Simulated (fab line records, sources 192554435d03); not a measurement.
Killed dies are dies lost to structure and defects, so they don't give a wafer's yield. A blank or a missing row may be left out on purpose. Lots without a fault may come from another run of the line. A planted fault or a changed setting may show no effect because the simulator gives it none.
fab line records | flow n5_finfet
record lots=12 wafers=34 last_day=18
route steps=1938 shown BEOL_M9@1446
lots that met no fault: from a run of the same line without faults
start_h: hours from the record's first day to the start of the lot's first wafer shown | wait_h: hours since the lot's step before | " the same as in the row above | L1.1+2: a row that stands for several wafers | - no value, or no start given | * or withheld: withheld | < > ~ a bound
route shown NAME@n: a module of which the file shows steps, and the number in the route of the first | usual: mean/standard deviation of fault-free wafers | same: alike in all rows | chamber/n: place in a boat | sites: the reading at each site | _std_site: their standard deviation | _edge_site: outer sites' mean less inner sites' | radius_mm: how far each site lies from the wafer's centre | mask NAME#n: copy n | behind: the tool/chamber that last shaped the wafer | hold: why the lot was held/for how many hours/how that ended | device: the transistor (n, p or np) that didn't switch | end of line: the same wafers' tests at the end of the route | a step without rows: its recipe alone | killed: dies lost to structure and defects at the first sort, not the wafer's yield | map: a wafer's dies, x killed, . not, _ none there
set.NAME: the setting as run; set.NAME@STEP: as run at that earlier step | model.NAME: the simulator's own value behind a step, which no gauge read
steps of the route over a sample of lots; a table a step, a row a wafer
services: from which hour (start_h, from the record's first day; less than 0 if before it) a tool's chamber was out of use, for how many hours, and why
## steps
# step N5_BEOL_M9_TRENCH_ETCH_37
# recipe chemistry=C4F6/O2 target_depth_a=1514.3 target=SiCOH_lowk time_s=49 ion_energy_ev=250 pressure_mtorr=30 source_w=345 bias_w=185 Ar_flow_sccm=300 C4F6_flow_sccm=10 O2_flow_sccm=10
# usual chamber_pressure_mTorr=30.006/0.028 drypump_motor_current_A=5.7/0.42 oes_o_777_au=0.80/0.088 oes_product_au=0.81/0.098 rf_vpp_V=663/14 showerhead_plenum_p_Torr=2.79/0.1 throttle_valve_pct=20.74/0.2
# columns lot.wafer tool chamber start_h wait_h chamber_pressure_mTorr drypump_motor_current_A oes_o_777_au oes_product_au rf_hours_counter_h rf_vpp_V showerhead_plenum_p_Torr throttle_valve_pct
L486.2 rie_diel-03 0 - - 30.024 6.1 0.68 0.66 251 654 2.78 20.64
L486.5 " 0 " " 30.037 6.0 0.69 0.67 - 652 2.78 20.63
L486.6 " 2 " " 29.998 5.0 0.89 0.93 - 692 2.88 20.48
L488.1 rie_diel-03 0 - - 30.038 6.0 0.67 0.67 251 653 2.78 20.64
L488.3 " 2 " " 29.993 5.0 0.88 0.93 17 691 2.88 20.48
L488.5 " 2 " " 29.988 5.0 0.89 0.93 - 692 2.88 20.48
L491.3 rie_diel-04 1 - - 29.957 5.6 0.75 0.74 156 652 2.62 20.67
L491.5 " 2 " " 30.058 6.2 0.83 0.84 - 670 2.91 20.60
L491.6 " 3 " " 29.963 5.2 0.71 0.68 - 653 2.71 20.86
L490.1 rie_diel-04 1 - - 29.999 5.7 0.75 0.75 157 652 2.62 20.67
L490.5 " 1 " " 30.029 5.7 0.76 0.74 - 653 2.62 20.68
L490.6 " 3 " " 29.993 5.2 0.71 0.69 - 651 2.71 20.85
L493.3 rie_diel-04 1 - - 30.043 5.7 0.75 0.74 160 652 2.62 20.69
L493.4 " 3 " " 29.983 5.2 0.71 0.69 - 651 2.71 20.86
L493.5 " 2 " " 30.020 6.2 0.82 0.85 - 671 2.91 20.59
L494.2 rie_diel-04 2 - - 29.956 6.2 0.83 0.84 69 671 2.91 20.59
L494.3 " 3 " " 30.006 5.2 0.70 0.68 225 652 2.71 20.87
L494.6 " 3 " " 30.019 5.2 0.71 0.69 - 650 2.71 20.88
L495.2 rie_diel-01 1 - - 29.992 5.8 0.85 0.83 97 646 2.77 20.71
L495.5 " 2 " " 30.021 5.2 0.78 0.76 - 671 2.74 20.86
L495.6 " 1 " " 30.041 5.8 0.84 0.82 - 645 2.77 20.74
L496.1 rie_diel-01 2 - - 30.008 5.2 0.77 0.76 162 671 2.73 20.85
L496.3 " 1 " " 30.044 5.8 0.84 0.81 103 646 2.77 20.73
L496.5 " 2 " " 30.026 5.2 0.76 0.76 - 669 2.73 20.86
L498.2 rie_diel-03 0 - - 29.947 6.0 0.96 0.97 8 653 2.78 20.36
L498.4 " 2 " " 30.002 5.0 0.83 0.88 43 691 2.87 20.53
L507.3 rie_diel-04 1 - - 29.995 5.7 0.73 0.72 189 651 2.60 20.74
L507.6 " 2 " " 29.952 6.2 0.79 0.82 - 673 2.89 20.65
L508.3 rie_diel-03 1 - - 30.004 6.3 0.86 0.87 38 674 2.90 21.09
L508.4 " 2 " " 30.014 5.0 0.81 0.85 61 692 2.87 20.56
L508.6 " 2 " " 29.993 5.0 0.81 0.86 - 690 2.86 20.56
L509.2 rie_diel-04 2 - - 30.072 6.2 0.79 0.81 102 671 2.89 20.65
L509.3 " 1 " " 30.027 5.7 0.73 0.72 194 652 2.60 20.72
L509.5 " 0 " " 30.052 5.8 0.91 0.90 - 664 2.77 20.79
# step N5_BEOL_M9_CURE_72
# recipe temp_c=370 time_s=120 ambient=DMADMS/He material=SiCOH_lowk
# usual lamp_power_pct=52.32/0.058 wafer_temp_C_max=371.4/0.62
# columns lot.wafer tool chamber start_h wait_h lamp_power_pct wafer_temp_C_max
L486.2 uv_cure-01 2 222.08 0.1 52.31 372.1
L486.5 " 2 " " 52.36 372.0
L486.6 " 2 " " 52.41 372.4
L488.1 uv_cure-01 2 222.77 0.0 52.35 372.6
L488.3 " 2 " " 52.36 372.2
L488.5 " 2 " " 52.28 372.7
L491.3 uv_cure-02 1 234.61 0.3 52.33 371.2
L491.5 " 1 " " 52.34 370.9
L491.6 " 1 " " 52.36 370.9
L490.1 uv_cure-02 0 235.24 0.0 52.19 371.2
L490.5 " 0 " " 52.25 371.0
L490.6 " 0 " " 52.32 370.8
L493.3 uv_cure-03 2 246.38 0.1 52.25 371.5
L493.4 " 2 " " 52.26 371.7
L493.5 " 2 " " 52.37 372.6
L494.2 uv_cure-02 1 247.97 0.1 52.24 370.9
L494.3 " 1 " " 52.28 371.3
L494.6 " 1 " " 52.30 371.3
L495.2 uv_cure-02 2 252.04 0.1 52.28 370.4
L495.5 " 2 " " 52.39 371.1
L495.6 " 2 " " 52.37 370.8
L496.1 uv_cure-03 2 268.29 0.0 52.30 371.7
L496.3 " 2 " " 52.36 371.7
L496.5 " 2 " " 52.25 372.0
L498.2 uv_cure-01 1 284.62 0.1 52.32 371.4
L498.4 " 1 " " 52.23 371.6
L507.3 uv_cure-01 1 338.31 0.1 52.31 370.7
L507.6 " 1 " " 52.33 371.0
L508.3 uv_cure-03 1 347.92 0.1 52.32 371.5
L508.4 " 1 " " 52.30 371.8
L508.6 " 1 " " 52.37 372.1
L509.2 uv_cure-03 1 351.69 0.1 52.42 371.1
L509.3 " 1 " " 52.46 372.0
L509.5 " 1 " " 52.33 371.9
# step N5_BEOL_M9_CVD_78
# recipe material=Co target_thk_a=20 temp_c=withheld precursor=CCTBA/H2 pressure_torr=30 time_s=138.9
# usual run_length_s=161.9/0.42
# columns lot.wafer tool chamber start_h wait_h run_length_s
L486.2 cvd_co-01 1 222.79 0.0 161.5
L486.5 " 0 " " 161.1
L486.6 " 2 " " 161.3
L488.1 cvd_co-02 2 225.29 0.0 161.8
L488.3 " 1 " " 162.5
L488.5 " 2 " " 162.0
L491.3 cvd_co-02 1 236.01 0.1 162.4
L491.5 " 1 " " 162.4
L491.6 " 2 " " 162.0
L490.1 cvd_co-01 0 236.39 0.0 161.7
L490.5 " 2 " " 161.4
L490.6 " 1 " " 162.0
L493.3 cvd_co-01 0 247.45 0.0 161.4
L493.4 " 2 " " 161.5
L493.5 " 0 " " 161.3
L494.2 cvd_co-01 2 250.20 0.3 161.4
L494.3 " 1 " " 161.6
L494.6 " 1 " " 161.8
L495.2 cvd_co-02 0 255.02 0.1 161.7
L495.5 " 1 " " 162.3
L495.6 " 0 " " 162.0
L496.1 cvd_co-02 2 269.38 0.2 162.2
L496.3 " 0 " " 162.2
L496.5 " 2 " " 161.7
L498.2 cvd_co-02 0 285.66 0.0 162.1
L498.4 " 2 " " 161.9
L507.3 cvd_co-01 0 339.29 0.1 223.0
L507.6 " 0 " " 161.1
L508.3 cvd_co-01 2 349.39 0.4 223.3
L508.4 " 0 " " 162.0
L508.6 " 1 " " 161.4
L509.2 cvd_co-02 2 352.54 0.0 162.3
L509.3 " 0 " " 161.8
L509.5 " 0 " " 161.8
# step N5_BEOL_M9_ANNEAL_51
# recipe temp_c=225 time_s=90 ambient=N2
# usual wafer_temp_C_max=226.1/0.34
# columns lot.wafer tool chamber start_h wait_h wafer_temp_C_max
L486.2 rtp_anneal-01 0 223.26 0.2 225.7
L486.5 " 0 " " 225.8
L486.6 " 0 " " 225.8
L488.1 rtp_anneal-02 0 225.71 0.1 226.5
L488.3 " 0 " " 226.9
L488.5 " 0 " " 226.2
L491.3 rtp_anneal-01 0 236.62 0.3 225.9
L491.5 " 0 " " 225.6
L491.6 " 0 " " 226.3
L490.1 rtp_anneal-02 0 236.82 0.1 226.2
L490.5 " 0 " " 227.2
L490.6 " 0 " " 226.5
L493.3 rtp_anneal-02 0 249.74 0.3 227.1
L493.4 " 0 " " 226.4
L493.5 " 0 " " 226.0
L494.2 rtp_anneal-01 0 250.90 0.1 226.1
L494.3 " 0 " " 225.8
L494.6 " 0 " " 226.2
L495.2 rtp_anneal-01 0 255.64 0.3 225.9
L495.5 " 0 " " 225.8
L495.6 " 0 " " 226.2
L496.1 rtp_anneal-02 0 270.20 0.4 226.3
L496.3 " 0 " " 226.4
L496.5 " 0 " " 226.0
L498.2 rtp_anneal-01 0 286.87 0.9 225.9
L498.4 " 0 " " 225.9
L507.3 rtp_anneal-02 0 340.64 1.0 226.2
L507.6 " 0 " " 226.2
L508.3 rtp_anneal-02 0 349.82 0.1 226.2
L508.4 " 0 " " 226.5
L508.6 " 0 " " 226.4
L509.2 rtp_anneal-02 0 353.04 0.1 226.0
L509.3 " 0 " " 226.5
L509.5 " 0 " " 226.4
## services
# columns tool chamber start_h hours kind
rie_diel-04 3 198.65 1.7 repair
cvd_co-01 0 203.85 11.4 repair
rie_diel-01 1 218.33 2.2 repair
uv_cure-01 - 227.97 28.1 pm
rie_diel-04 - 237.68 2.8 pm
rtp_anneal-02 - 238.50 0.8 pm
uv_cure-03 - 246.60 2.1 pm
rie_diel-01 0 254.85 1.3 repair
uv_cure-03 - 255.96 7.5 pm
cvd_co-02 1 263.33 22.5 repair
uv_cure-02 - 270.70 6.3 repair
rie_diel-04 - 288.48 2.1 repair
uv_cure-01 - 298.67 7.1 pm
cvd_co-01 - 300.43 2.8 pm
uv_cure-01 - 305.97 4.1 repair
uv_cure-02 - 310.48 1.0 pm
uv_cure-03 - 330.67 7.5 pm
cvd_co-02 - 335.06 14.6 pm
rtp_anneal-01 - 336.27 2.5 pm
rie_diel-03 1 336.61 1.6 repair
uv_cure-02 - 339.23 7.5 pm
cvd_co-01 0 344.64 4.3 repair
uv_cure-01 - 345.01 0.4 repair
cvd_co-01 2 346.00 3.3 repair
## key
first_sign step=N5_BEOL_M9_CVD_78 reading=run_length_s direction=up sigmas=99+ usual=* struck=*
effect none on later readings
met_at N5_BEOL_M9_CVD_78
struck_lots L507,L508
struck_wafers L507.3,L508.3
not_acting_at N5_BEOL_M9_TRENCH_ETCH_37,N5_BEOL_M9_CURE_72,N5_BEOL_M9_ANNEAL_51
onset_between 250.20 339.29
fault kind=process_parameter_drift tool=cvd_co-01 chamber=- onset_h=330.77 steps=N5_BEOL_M9_CVD_78 channel=time_s offset=* shape=step end_h=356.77 scope=struck_wafers_only acts_in=* stated=*
